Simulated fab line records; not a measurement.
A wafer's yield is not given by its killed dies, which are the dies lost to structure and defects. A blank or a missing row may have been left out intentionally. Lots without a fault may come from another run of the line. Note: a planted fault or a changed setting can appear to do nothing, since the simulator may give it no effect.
Split-lot experiment    flow n5Finfet    7 lots, 21 wafers read, on a route of 1938 steps

## ON THE SPLIT
At N5_BEOL_M9_COAT_60 (time 60 s, resist thk 30 nm), the setting spinRpm was moved away from the recipe's 1500 rpm on 9 of the 21 wafers read, by -3.1% to +10.7%. For the rest of the wafers, this setting stayed at what the recipe calls for.

## FROM THE SPLIT TO THE READING: what the file shows between them, 2 steps
- N5_BEOL_M9_DESCUM_16: chemistry O2, time 7.9 s (also split here: timeS)
- N5_BEOL_M9_ETCH_61: etches SiARC in CF4, target depth 39 nm, time 65 s

## THE READING
SiARC_of_BEOL_M9_COAT_60.thkNm (the simulator's own value, which no gauge read), in nm, at N5_BEOL_M9_ETCH_62 (etches SOC in N2/H2, target depth 110 nm, overetch 22 nm, time 165 s). No usual value for it is given in the file. Across the 12 wafers here that went through the recipe, the average is 23.5 nm and the standard deviation 0.28 nm.

wafer   tool, chamber at the split  spinRpm as run, rpm  against the recipe  SiARC_of_BEOL_M9_COAT_60.thkNm, nm  against lot-mates on the recipe
L077.4  lithoTrack-01, 0            1654                 +10.3%              22.6                                -1.2
L077.5  lithoTrack-01, 0            1654                 +10.3%              22                                  -1.8
L077.6  lithoTrack-01, 0            1500                 recipe              23.8                                -
L075.1  lithoTrack-01, 0            1500                 recipe              23.4                                -
L075.4  lithoTrack-01, 0            1500                 recipe              23.2                                -
L075.5  lithoTrack-01, 0            1500                 recipe              23.2                                -
L079.1  lithoTrack-04, 0            1500                 recipe              23.2                                -
L079.4  lithoTrack-04, 0            1647                 +9.8%               21.8                                -1.6
L079.6  lithoTrack-04, 0            1500                 recipe              23.6                                -
L082.3  lithoTrack-04, 0            1500                 recipe              24                                  -
L082.4  lithoTrack-04, 0            1500                 recipe              23.4                                -
L082.5  lithoTrack-04, 0            1500                 recipe              23.8                                -
L085.3  lithoTrack-02, 0            1661                 +10.7%              21.6                                -1.7
L085.5  lithoTrack-02, 0            1500                 recipe              23.2                                -
L085.6  lithoTrack-02, 0            1500                 recipe              23.4                                -
L086.2  lithoTrack-04, 0            1500                 recipe              23.8                                -
L086.4  lithoTrack-04, 0            1559                 +3.9%               23                                  -0.8
L086.6  lithoTrack-04, 0            1559                 +3.9%               22.8                                -1.0
L092.3  lithoTrack-02, 0            1454                 -3.1%               24.2                                no lot-mate on the recipe
L092.4  lithoTrack-02, 0            1454                 -3.1%               24.4                                no lot-mate on the recipe
L092.5  lithoTrack-02, 0            1454                 -3.1%               24.4                                no lot-mate on the recipe

THE FIT
A straight line over all 21 wafers: SiARC_of_BEOL_M9_COAT_60.thkNm changes by -0.161 nm for each +1% of spinRpm; r = -0.92; the points scatter about the line by 0.31 nm.
The same after taking each lot's own level away (the mean of its wafers on the recipe; 18 wafers): -0.156 nm for each +1%; r = -0.96; scatter 0.21 nm.
According to that fit, moving spinRpm by its largest amount changes the reading by 1.7 nm.
From 23.27 to 23.80 nm: that is the span of the lots' own levels, equal to 1.9 times the standard deviation above.
Consequently the slope shifts little with the lot-to-lot level, the two slopes agreeing.
Check: with one of the wafers moved furthest among these (+10.7%) left out of the fit, the line predicts -1.7 nm for it against its lot-mates. Against them it came out at -1.7 nm.

## THESE WAFERS: OTHER SPLITS
These wafers also went through other splits before the reading. Each is held against what the fit with the lots' levels taken away leaves over:
other split on the same wafers  wafers away from the commonest value  r with SiARC_of_BEOL_M9_COAT_60.thkNm (lot level and that fit taken away)
N5_BEOL_M7_EXPOSE_25 doseMj     4                                     -0.11
N5_BEOL_M7_ETCH_66 biasW        7                                     -0.08
N5_BEOL_M8_EXPOSE_08 doseMj     5                                     +0.04
N5_BEOL_M8_ETCH_61 biasW        4                                     +0.35
N5_BEOL_M9_DESCUM_16 timeS      4                                     +0.58

## THE WHOLE CHAIN: every reading that the file lists as answering this split, in the file's order
step                what it does                                                          reading                                                                            change (the file's fit)                r (the file's)
N5_BEOL_M9_COAT_60  time 60 s, resist thk 30 nm                                           SiARC_of_BEOL_M9_COAT_60.thkNm (the simulator's own value, which no gauge read)    -0.148 nm for each +1% of the setting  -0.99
N5_BEOL_M9_ETCH_61  etches SiARC in CF4, target depth 39 nm, time 65 s                    etchRfOnTimeS                                                                      withheld for each +1% of the setting   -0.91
N5_BEOL_M9_ETCH_61  etches SiARC in CF4, target depth 39 nm, time 65 s                    etch.depthNm (the simulator's own value, which no gauge read)                      -0.151 nm for each +1% of the setting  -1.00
N5_BEOL_M9_ETCH_61  etches SiARC in CF4, target depth 39 nm, time 65 s                    CAR-ArF_of_BEOL_M9_COAT_05.thkNm (the simulator's own value, which no gauge read)  +0.148 nm for each +1% of the setting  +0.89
N5_BEOL_M9_ETCH_62  etches SOC in N2/H2, target depth 110 nm, overetch 22 nm, time 165 s  SiARC_of_BEOL_M9_COAT_60.thkNm (the simulator's own value, which no gauge read)    -0.159 nm for each +1% of the setting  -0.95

## FILE'S OWN FIT
SiARC_of_BEOL_M9_COAT_60.thkNm changes by -0.159 nm for each +1% of spinRpm, r = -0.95.
